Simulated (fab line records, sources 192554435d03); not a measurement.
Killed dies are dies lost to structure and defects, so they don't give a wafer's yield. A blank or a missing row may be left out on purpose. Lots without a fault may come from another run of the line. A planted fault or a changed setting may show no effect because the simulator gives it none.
fab line records | flow n5_finfet
record lots=7 wafers=21 last_day=16
route steps=1938 shown HKMG_FIN@437 BEOL_M4@1111 PASSIVATION@1936
lots that met no fault: from a run of the same line without faults
start_h: hours from the record's first day to the start of the lot's first wafer shown | wait_h: hours since the lot's step before | " the same as in the row above | L1.1+2: a row that stands for several wafers | - no value, or no start given | * or withheld: withheld | < > ~ a bound
route shown NAME@n: a module of which the file shows steps, and the number in the route of the first | usual: mean/standard deviation of fault-free wafers | same: alike in all rows | chamber/n: place in a boat | sites: the reading at each site | _std_site: their standard deviation | _edge_site: outer sites' mean less inner sites' | radius_mm: how far each site lies from the wafer's centre | mask NAME#n: copy n | behind: the tool/chamber that last shaped the wafer | hold: why the lot was held/for how many hours/how that ended | device: the transistor (n, p or np) that didn't switch | end of line: the same wafers' tests at the end of the route | a step without rows: its recipe alone | killed: dies lost to structure and defects at the first sort, not the wafer's yield | map: a wafer's dies, x killed, . not, _ none there
set.NAME: the setting as run; set.NAME@STEP: as run at that earlier step | model.NAME: the simulator's own value behind a step, which no gauge read
lots at some steps of the route; a table a step, a row a wafer
services: from which hour (start_h, from the record's first day; less than 0 if before it) a tool's chamber was out of use, for how many hours, and why
## steps
# step N5_HKMG_FIN_STRIP_34
# recipe chemistry=CF4 resist=SiARC power_w=300 bias_power_w=75 pressure_mtorr=50 cf4_flow_sccm=150 rf_frequency_hz=6e+07
# usual drypump_motor_current_A=5.7/0.35 oes_product_au=0.77/0.069 rf_vpp_V=271.0/1.5 showerhead_plenum_p_Torr=1.79/0.052 throttle_valve_pct=13.64/0.28
# columns lot.wafer tool chamber start_h wait_h drypump_motor_current_A oes_product_au rf_hours_counter_h rf_vpp_V showerhead_plenum_p_Torr throttle_valve_pct
L698.1 rie_diel-01 2 85.87 0.0 5.3 0.70 235 270.1 1.85 13.97
L698.3 " 1 " " 5.4 0.76 161 271.6 1.79 13.81
L698.4 " 3 " " 5.4 0.86 - 272.3 1.84 13.66
L699.3 rie_diel-01 1 93.12 0.0 5.4 0.76 164 269.9 1.79 13.81
L699.5 " 1 " " 5.4 0.76 - 272.0 1.79 13.82
L699.6 " 3 " " 5.4 0.85 - 272.8 1.84 13.65
L700.1 rie_diel-04 0 97.85 0.0 5.9 0.77 112 268.4 1.73 13.29
L700.2 " 1 " " 5.5 0.72 199 272.7 1.85 13.95
L700.3 " 3 " " 6.1 0.76 133 269.2 1.75 13.39
L701.1 rie_diel-04 1 106.23 0.0 5.5 0.72 202 272.6 1.85 13.94
L701.2 " 2 " " 5.5 0.74 151 271.1 1.80 13.75
L701.5 " 1 " " 5.5 0.72 - 272.2 1.85 13.96
L709.2 rie_diel-01 2 151.50 0.0 5.3 0.97 1 270.1 1.84 13.46
L709.3 " 1 " " 5.3 0.74 189 270.0 1.79 13.87
L709.5 " 0 " " 6.5 0.90 - 273.6 1.89 13.17
L712.1 rie_diel-06 0 173.66 0.0 6.1 0.73 183 269.1 1.73 14.04
L712.5 " 2 " " 5.3 0.87 - 272.0 1.81 13.28
L712.6 " 3 " " 6.0 0.77 - 271.6 1.79 13.41
L713.1 rie_diel-01 0 175.54 0.0 6.5 0.89 29 273.3 1.89 13.19
L713.2 " 3 " " 5.4 0.82 78 271.3 1.83 13.73
L713.6 " 3 " " 5.4 0.82 - 271.5 1.83 13.72
# step N5_HKMG_FIN_ETCH_35
# recipe chemistry=N2/H2 target=SOC target_depth_a=2158 ion_energy_ev=65 bias_w=5 source_w=3000 time_s=243.4 pressure_mtorr=30 n2_flow_sccm=200 h2_flow_sccm=200
# step N5_HKMG_FIN_STRIP_92
# recipe chemistry=N2/H2 material=SOC time_s=20 power_w=500 temp_c=40 pressure_mtorr=50 rf_frequency_hz=6e+07 bias_power_w=8 h2_frac=0.5 n2_flow_sccm=300 h2_flow_sccm=300
# usual drypump_motor_current_A=5.7/0.35 oes_product_au=0.78/0.077 rf_vpp_V=54.1/0.83 showerhead_plenum_p_Torr=3.35/0.11 throttle_valve_pct=19.03/0.21
# columns lot.wafer tool chamber start_h wait_h drypump_motor_current_A oes_product_au rf_hours_counter_h rf_vpp_V showerhead_plenum_p_Torr throttle_valve_pct
L698.1 rie_diel-01 2 86.04 0.1 5.3 0.69 235 55.8 3.45 19.30
L698.3 " 1 " " 5.4 0.74 162 55.0 3.36 19.25
L698.4 " 3 " " 5.4 0.89 - 54.1 3.40 18.89
L699.3 rie_diel-01 1 93.29 0.1 5.3 0.75 164 53.6 3.35 19.25
L699.5 " 1 " " 5.4 0.74 - 53.8 3.36 19.26
L699.6 " 3 " " 5.4 0.88 - 53.6 3.40 18.90
L700.1 rie_diel-04 0 98.02 0.1 5.9 0.78 112 54.7 3.25 18.88
L700.2 " 1 " " 5.5 0.72 199 55.1 3.48 19.08
L700.3 " 3 " " 6.1 0.79 133 53.8 3.22 18.98
L701.1 rie_diel-04 1 106.40 0.1 5.5 0.71 202 54.7 3.48 19.09
L701.2 " 2 " " 5.5 0.74 151 54.0 3.36 19.15
L701.5 " 1 " " 5.6 0.70 - 55.5 3.48 19.07
L709.2 rie_diel-01 2 151.67 0.1 5.3 0.96 1 53.4 3.44 18.94
L709.3 " 1 " " 5.4 0.71 189 52.9 3.34 19.27
L709.5 " 0 " " 6.5 0.90 - 54.7 3.58 18.77
L712.1 rie_diel-06 0 173.83 0.1 6.0 0.75 183 53.3 3.20 19.18
L712.5 " 2 " " 5.3 0.90 - 54.4 3.42 18.67
L712.6 " 3 " " 6.0 0.78 - 53.9 3.37 18.76
L713.1 rie_diel-01 0 175.71 0.1 6.5 0.91 29 56.0 3.58 18.78
L713.2 " 3 " " 5.4 0.84 78 53.6 3.38 18.96
L713.6 " 3 " " 5.4 0.84 - 54.8 3.39 18.95
# step N5_HKMG_FIN_WET_ETCH_18
# recipe chemistry=SC1 target=TiN mix=1:1:5 temp_c=* time_s=55 target_depth_nm=5.2 dry=ipa_marangoni rinse_time_s=30 rinse_temp_c=23
# step N5_HKMG_FIN_STRIP_19
# recipe chemistry=N2/H2 power_w=2500 temp_c=300 h2_frac=0.65 time_s=360 pressure_mtorr=withheld n2_flow_sccm=1750 h2_flow_sccm=3250
# step N5_HKMG_FIN_ALD_91
# recipe material=TiN target_thk_a=10 temp_c=400 ald_precursor_family=TiCl4 ald_co_reactant=NH3 pulse_time_s=1 purge_time_s=3 co_reactant_purge_time_s=2 co_reactant_pulse_time_s=2 ald_cycles=47 pressure_torr=3
# usual ald_cycles=47/0 heater_power_w=836/95 precursor_pulse_height_rel=1.001/0.02 susceptor_temp_C=400.04/0.21
# same purge_time_s=3
# columns lot.wafer tool chamber start_h wait_h ald_cycles heater_power_w precursor_pulse_height_rel susceptor_temp_C
L698.1 ald_metal-04 2 86.57 0.3 47 858 1.009 400.15
L698.3 " 1 " " 47 764 1.013 400.12
L698.4 " 3 " " 47 817 1.001 399.96
L699.3 ald_metal-04 3 93.85 0.1 47 828 0.957 400.10
L699.5 " 3 " " 47 839 1.012 400.18
L699.6 " 2 " " 47 854 0.969 399.80
L700.1 ald_metal-03 3 98.58 0.3 47 862 0.998 399.80
L700.2 " 2 " " 47 905 1.017 400.16
L700.3 " 1 " " 47 682 1.017 400.14
L701.1 ald_metal-04 1 106.92 0.3 47 771 0.970 400.57
L701.2 " 3 " " 47 820 0.973 400.11
L701.5 " 1 " " 47 758 1.005 400.12
L709.2 ald_metal-03 1 152.24 0.3 47 660 1.036 399.93
L709.3 " 2 " " 47 912 1.019 400.27
L709.5 " 3 " " 47 852 1.009 400.05
L712.1 ald_metal-04 1 174.40 0.3 47 751 1.031 400.42
L712.5 " 3 " " 47 842 0.993 400.30
L712.6 " 2 " " 47 845 1.014 399.92
L713.1 ald_metal-04 1 176.24 0.3 47 757 0.987 400.21
L713.2 " 3 " " 47 822 0.990 399.84
L713.6 " 0 " " 47 702 0.996 400.28
# step N5_HKMG_FIN_COAT_85
# recipe resist=SOC temp_c=250 time_s=60 spin_rpm=1500 resist_thk_nm=300
# step N5_HKMG_FIN_ETCH_86
# recipe chemistry=N2/H2 target=SOC target_depth_a=3932 stop_on=TiN ion_energy_ev=100 bias_w=61 pressure_mtorr=30 source_w=850 n2_flow_sccm=200 h2_flow_sccm=200
# usual drypump_motor_current_A=5.7/0.34 oes_product_au=0.78/0.077 rf_vpp_V=240.6/1.5 showerhead_plenum_p_Torr=2.53/0.096 throttle_valve_pct=17.86/0.24
# columns lot.wafer tool chamber start_h wait_h drypump_motor_current_A oes_product_au rf_hours_counter_h rf_vpp_V showerhead_plenum_p_Torr throttle_valve_pct
L698.1 rie_diel-06 0 86.91 - 6.1 0.75 154 237.9 2.43 18.04
L698.3 " 2 " " 5.3 0.93 14 241.8 2.60 17.50
L698.4 " 3 " " 6.0 0.79 83 241.0 2.56 17.58
L699.3 rie_diel-06 0 94.19 - 6.0 0.76 157 238.1 2.43 18.05
L699.5 " 0 " " 6.0 0.75 - 239.6 2.43 18.03
L699.6 " 1 " " 5.7 0.71 - 238.0 2.41 18.12
L700.1 rie_diel-06 2 98.92 - 5.3 0.93 18 242.4 2.60 17.53
L700.2 " 1 " " 5.7 0.71 220 238.4 2.41 18.12
L700.3 " 0 " " 6.0 0.75 159 238.8 2.43 18.04
L701.1 rie_diel-01 3 107.26 - 5.4 0.85 52 240.8 2.57 17.79
L701.2 " 1 " " 5.4 0.74 170 242.8 2.54 18.05
L701.5 " 0 " " 6.5 0.97 - 243.6 2.73 17.53
L709.2 rie_diel-06 2 152.58 - 5.3 0.89 34 241.3 2.59 17.55
L709.3 " 3 " " 6.0 0.76 101 240.6 2.55 17.63
L709.5 " 1 " " 5.7 0.69 - 238.1 2.40 18.16
L712.1 rie_diel-04 0 174.83 - 5.9 0.75 138 239.1 2.45 17.62
L712.5 " 0 " " 5.9 0.75 - 239.7 2.45 17.64
L712.6 " 3 " " 6.1 0.74 - 240.4 2.42 17.59
L713.1 rie_diel-04 0 176.71 - 5.8 0.75 139 238.2 2.45 17.62
L713.2 " 2 " " 5.6 0.73 175 240.9 2.53 17.98
L713.6 " 0 " " 5.8 0.74 - 238.9 2.45 17.62
# step N5_HKMG_FIN_STRIP_89
# recipe chemistry=N2/H2 material=SOC time_s=20 power_w=500 temp_c=40 pressure_mtorr=50 rf_frequency_hz=6e+07 bias_power_w=8 h2_frac=0.5 n2_flow_sccm=300 h2_flow_sccm=300
# step N5_HKMG_FIN_WET_ETCH_87
# recipe chemistry=SC1 target=TiN mix=1:2:40 temp_c=50 time_s=154.2 target_depth_nm=4.7 dry=ipa_marangoni rinse_time_s=30 rinse_temp_c=23
# step N5_HKMG_FIN_STRIP_88
# recipe chemistry=N2/H2 power_w=2500 temp_c=300 h2_frac=0.65 time_s=360 pressure_mtorr=withheld n2_flow_sccm=1750 h2_flow_sccm=3250
# usual drypump_motor_current_A=5.5/0.51 heater_power_w=428/14
# columns lot.wafer tool chamber start_h wait_h drypump_motor_current_A heater_power_w rf_hours_counter_h
L698.1 plasma_asher-01 0 87.16 0.0 5.2 447 88
L698.3 " 1 " " 5.4 408 -
L698.4 " 0 " " 5.2 450 -
L699.3 plasma_asher-02 0 94.56 0.1 5.0 437 -
L699.5 " 0 " " 5.0 431 -
L699.6 " 1 " " 6.3 418 -
L700.1 plasma_asher-01 1 99.17 0.0 5.4 406 90
L700.2 " 0 " " 5.2 434 90
L700.3 " 0 " " 5.2 429 -
L701.1 plasma_asher-01 1 107.51 0.0 5.4 415 91
L701.2 " 0 " " 5.2 439 91
L701.5 " 1 " " 5.4 391 -
L709.2 plasma_asher-02 0 152.83 0.0 5.0 430 55
L709.3 " 0 " " 5.0 439 -
L709.5 " 1 " " 6.3 432 -
L712.1 plasma_asher-02 0 175.08 0.0 5.0 432 60
L712.5 " 1 " " 6.3 433 -
L712.6 " 0 " " 5.0 434 -
L713.1 plasma_asher-02 0 176.96 0.0 5.0 419 60
L713.2 " 1 " " 6.3 422 60
L713.6 " 0 " " 5.0 443 -
# step N5_HKMG_FIN_NWFM_ALD_20
# recipe material=TiAlC target_thk_a=20 temp_c=300 ald_precursor_family=TiCl4 ald_co_reactant=TEA pulse_time_s=3 purge_time_s=2 co_reactant_purge_time_s=2 co_reactant_pulse_time_s=10 ald_cycles=7 pressure_torr=3
# step N5_HKMG_FIN_ALD_71
# recipe material=TiN target_thk_a=10 temp_c=400 ald_precursor_family=TiCl4 ald_co_reactant=NH3 pulse_time_s=1 purge_time_s=3 co_reactant_purge_time_s=2 co_reactant_pulse_time_s=2 ald_cycles=47 pressure_torr=3
# usual ald_cycles=47/0 heater_power_w=856/100 precursor_pulse_height_rel=0.999/0.02 susceptor_temp_C=400.00/0.24
# same purge_time_s=3
# columns lot.wafer tool chamber start_h wait_h ald_cycles heater_power_w precursor_pulse_height_rel susceptor_temp_C model.TiN_of_HKMG_FIN_ALD_71.thk_nm
L698.1 ald_metal-03 0 87.64 0.0 47 885 0.997 399.74 1
L698.3 " 2 " " 47 919 0.965 399.83 1
L698.4 " 1 " " 47 670 0.986 399.86 1
L699.3 ald_metal-03 2 94.92 0.0 68 926 0.999 400.30 1.4
L699.5 " 2 " " 68 930 0.978 400.18 1.4
L699.6 " 3 " " 68 847 0.960 399.95 1.4
L700.1 ald_metal-03 0 99.65 0.0 68 887 1.005 399.98 1.4
L700.2 " 1 " " 68 683 1.001 400.30 1.4
L700.3 " 2 " " 68 934 1.020 400.23 1.4
L701.1 ald_metal-03 3 108.00 0.0 68 861 0.977 399.67 1.4
L701.2 " 2 " " 68 898 1.040 399.60 1.4
L701.5 " 0 " " 68 878 0.973 400.28 1.4
L709.2 ald_metal-04 0 153.31 0.0 47 676 0.967 399.79 1
L709.3 " 2 " " 47 836 0.979 399.90 1
L709.5 " 2 " " 47 864 0.989 399.80 1
L712.1 ald_metal-03 0 175.56 0.0 47 876 1.005 400.34 1
L712.5 " 0 " " 47 882 0.975 400.23 1
L712.6 " 3 " " 47 853 1.002 399.81 1
L713.1 ald_metal-03 0 177.45 0.0 47 871 0.942 400.13 1
L713.2 " 2 " " 47 924 0.998 400.11 1
L713.6 " 2 " " 47 928 1.007 399.83 1
# step N5_HKMG_FIN_COAT_66
# recipe resist=SOC temp_c=250 time_s=60 spin_rpm=1500 resist_thk_nm=300
# step N5_HKMG_FIN_ETCH_67
# recipe chemistry=N2/H2 target=SOC target_depth_a=3889 stop_on=TiN ion_energy_ev=100 bias_w=61 pressure_mtorr=30 source_w=850 n2_flow_sccm=200 h2_flow_sccm=200
# usual drypump_motor_current_A=5.7/0.38 oes_product_au=0.78/0.078 rf_vpp_V=240.6/1.3 showerhead_plenum_p_Torr=2.53/0.09 throttle_valve_pct=17.84/0.24
# columns lot.wafer tool chamber start_h wait_h drypump_motor_current_A oes_product_au rf_hours_counter_h rf_vpp_V showerhead_plenum_p_Torr throttle_valve_pct model.TiN_of_HKMG_FIN_ALD_71.thk_nm
L698.1 rie_diel-06 1 87.98 - 5.7 0.71 216 238.1 2.41 18.12 1
L698.3 " 2 " " 5.3 0.93 14 241.8 2.60 17.52 1
L698.4 " 0 " " 6.1 0.75 155 239.0 2.43 18.04 0.2
L699.3 rie_diel-06 3 95.32 - 6.0 0.80 85 240.9 2.56 17.58 1
L699.5 " 1 " " 5.7 0.69 - 240.4 2.41 18.14 1.4
L699.6 " 2 " " 5.3 0.93 - 241.5 2.60 17.51 1.4
L700.1 rie_diel-06 1 99.99 - 5.7 0.70 221 238.6 2.41 18.15 1.4
L700.2 " 3 " " 6.1 0.79 87 240.5 2.56 17.60 0
L700.3 " 2 " " 5.3 0.93 18 241.0 2.60 17.51 1.4
L701.1 rie_diel-06 0 108.33 - 6.0 0.76 162 238.3 2.42 18.05 0.6
L701.2 " 3 " " 6.0 0.79 89 241.0 2.56 17.59 0
L701.5 " 2 " " 5.3 0.92 - 240.5 2.60 17.51 1.4
L709.2 rie_diel-06 2 153.66 - 5.3 0.89 35 242.2 2.59 17.55 1
L709.3 " 3 " " 6.0 0.78 101 239.7 2.55 17.61 0
L709.5 " 3 " " 6.0 0.78 - 241.4 2.55 17.60 0
L712.1 rie_diel-01 3 176.16 - 5.4 0.82 78 241.3 2.56 17.85 0
L712.5 " 1 " " 5.4 0.73 - 240.6 2.53 18.08 1
L712.6 " 0 " " 6.5 0.90 - 242.4 2.72 17.58 1
L713.1 rie_diel-01 2 177.80 - 5.3 0.92 10 241.1 2.60 17.75 1
L713.2 " 3 " " 5.4 0.82 79 241.9 2.56 17.83 0.4
L713.6 " 3 " " 5.4 0.82 - 239.3 2.56 17.85 0.4
# step N5_HKMG_FIN_STRIP_90
# recipe chemistry=N2/H2 material=SOC time_s=20 power_w=500 temp_c=40 pressure_mtorr=50 rf_frequency_hz=6e+07 bias_power_w=8 h2_frac=0.5 n2_flow_sccm=300 h2_flow_sccm=300
# step N5_BEOL_M4_RC_MEAS_101
# usual DIBL_N=36.6/1.8 DIBL_P=37.1/2.1 IOFF_N=0.17/0.033 IOFF_P=0.23/0.039 ION_N=681/13 ION_P=467/8.7 SS_N=71.6/0.59 SS_P=73.4/0.63 VT_N=249/3.4 VT_P=-249/3.7
# columns lot.wafer tool chamber start_h wait_h DIBL_N[mV/V] DIBL_P[mV/V] IOFF_N[nA/um] IOFF_P[nA/um] ION_N[uA/um] ION_P[uA/um] SS_N[mV/dec] SS_P[mV/dec] VT_N[mV] VT_P[mV]
L698.1 prober-01 0 183.92 0.0 38.1 39.0 0.16 0.23 659 460 71.5 73.0 253 -252
L698.3 " 0 " " 35.8 37.4 0.14 0.20 675 467 71.2 73.0 251 -251
L698.4 " 0 " " 36.7 37.9 0.16 0.20 686 467 70.9 73.1 249 -251
L699.3 prober-01 0 187.44 0.3 34.8 35.7 0.15 0.20 662 455 71.2 73.2 250 -249
L699.5 " 0 " " 35.3 35.8 0.16 0.20 662 453 71.5 73.0 248 -251
L699.6 " 0 " " 35.1 36.0 0.16 0.19 663 450 71.1 72.5 251 -250
L700.1 prober-01 0 188.06 0.4 35.3 32.6 0.13 0.15 664 451 71.3 72.3 255 -256
L700.2 " 0 " " 38.0 37.2 0.19 0.20 689 467 71.6 74.0 243 -255
L700.3 " 0 " " 35.7 34.2 0.13 0.17 663 456 71.5 73.0 253 -253
L701.1 prober-01 0 202.83 0.0 36.9 37.7 0.20 0.20 694 458 71.5 73.7 246 -251
L701.2 " 0 " " 37.1 38.3 0.21 0.21 699 463 72.3 73.5 241 -254
L701.5 " 0 " " 35.5 35.7 0.17 0.17 690 457 71.6 73.1 245 -254
L709.2 prober-02 0 247.66 0.2 35.6 36.1 0.15 0.22 679 464 70.6 73.5 253 -247
L709.3 " 0 " " 37.3 37.3 0.17 0.23 673 459 71.2 74.4 250 -250
L709.5 " 0 " " 38.0 38.5 0.18 0.26 688 469 71.5 74.6 248 -249
L712.1 prober-02 0 268.89 0.0 34.6 33.9 0.14 0.20 687 470 71.2 73.0 253 -252
L712.5 " 0 " " 35.7 34.9 0.14 0.20 679 467 72.6 72.8 253 -248
L712.6 " 0 " " 36.4 36.2 0.17 0.23 682 471 72.1 73.9 249 -249
L713.1 prober-01 0 271.13 0.0 35.6 34.9 0.14 0.19 664 456 71.7 73.5 252 -254
L713.2 " 0 " " 33.6 32.5 0.12 0.16 669 464 70.9 72.8 254 -253
L713.6 " 0 " " 34.0 32.4 0.12 0.16 678 464 71.2 72.2 255 -257
# step N5_PASSIVATION_PROBE_49
# usual defect_limited_yield=91.1/1.4 killed_at_M0_to_M3=32/9.4 killed_at_M4_up=14/5.1 killed_at_contacts=11/5.5 killed_at_front_end=44/13 killed_at_other=4/3.2 killed_dies=104/16 killed_open=70/12 killed_short=33/7.8 sort_bin_5_function=5.1/0.91 sort_bin_6_memory=3.4/0.63 sort_n_pass=1075/16 sort_yield_pct=91.2/1.4
# same gross_dies=1180 killed_at_back_side=0 sort_bin_4_leakage[%]=0 sort_bin_8_speed[%]=0
# columns lot.wafer tool chamber start_h wait_h defect_limited_yield[%] killed_at_M0_to_M3 killed_at_M4_up killed_at_contacts killed_at_front_end killed_at_other killed_dies killed_open killed_short sort_bin_5_function[%] sort_bin_6_memory[%] sort_n_pass sort_yield_pct[%]
L712.1 prober-02 - 380.88 0.0 91.0 36 19 10 39 2 106 66 38 6.2 2.5 1074 91.0
L712.5 prober-02 - 381.08 0.2 91.4 38 11 10 38 4 101 61 40 4.7 3.6 1079 91.4
L712.6 prober-02 - 381.13 0.3 90.9 31 18 9 40 9 107 69 36 5.8 3.0 1073 90.9
# killed by level:class
L712.1 FIN_SAQP:geometric_particle:short=10 BEOL_M0_SAQP:geometric_particle:short=9 BEOL_M1:geometric_particle:open=9 BEOL_M0_SAQP:geometric_particle:open=8 BEOL_M5:geometric_particle:open=8 MOL_CONTACT_COAG:geometric_particle:open=7 FIN_SAQP:geometric_particle:open=6 GATE_CUT:geometric_particle:short=4
L712.5 BEOL_M3:geometric_particle:open=14 BEOL_M1:geometric_particle:open=13 GATE_CUT:geometric_particle:short=8 MOL_CONTACT_COAG:geometric_particle:open=8 STI_FIN_REVEAL:geometric_particle:open=6 FIN_SAQP:geometric_particle:short=5 STARTING-WAFER:geometric_particle:short=5 BEOL_M3:geometric_particle:short=4
L712.6 BEOL_M3:geometric_particle:open=10 MOL_CONTACT_COAG:geometric_particle:open=9 BEOL_M4:geometric_particle:open=9 GATE_CUT:geometric_particle:open=8 GATE_CUT:geometric_particle:short=7 MIM_TOP:geometric_particle:short=7 BEOL_M0_SAQP:geometric_particle:open=6 BEOL_M0:geometric_particle:open=5
## services
# columns tool chamber start_h hours kind
rie_diel-06 1 62.28 16.9 repair
rie_diel-04 1 62.49 14.1 repair
plasma_asher-01 - 67.45 2.4 repair
ald_metal-04 0 68.93 4.2 repair
rie_diel-06 - 70.57 2.8 pm
rie_diel-01 3 71.65 6.9 repair
rie_diel-01 0 79.98 - clean
rie_diel-01 0 79.98 - consumable_replace:focus_ring
rie_diel-01 0 79.98 - consumable_replace:showerhead
rie_diel-01 0 79.98 16.0 scheduled_down
rie_diel-01 0 79.98 16.0 vent_cycle
ald_metal-04 - 102.15 0.8 repair
rie_diel-01 2 127.75 5.9 repair
rie_diel-06 3 132.13 5.1 repair
ald_metal-03 - 158.27 0.4 repair
## key
first_sign step=N5_HKMG_FIN_ALD_71 reading=ald_cycles direction=up sigmas=99+ usual=* struck=*
effect none on later readings
model_effect step=N5_HKMG_FIN_ALD_71 value=TiN_of_HKMG_FIN_ALD_71.thk_nm without=1 struck=1.4
model_effect step=N5_HKMG_FIN_ETCH_67 value=TiN_of_HKMG_FIN_ALD_71.thk_nm without=0.1 struck=0.4
met_at N5_HKMG_FIN_ALD_71
struck_wafers L699.3,L699.5,L699.6,L700.1,L700.2,L700.3,L701.1,L701.2,L701.5
onset_between 87.64 94.92
fault kind=process_parameter_drift tool=ald_metal-03 chamber=- onset_h=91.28 steps=N5_HKMG_FIN_ALD_71 channel=ald_cycles offset=* shape=step end_h=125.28 acts_in=* stated=*
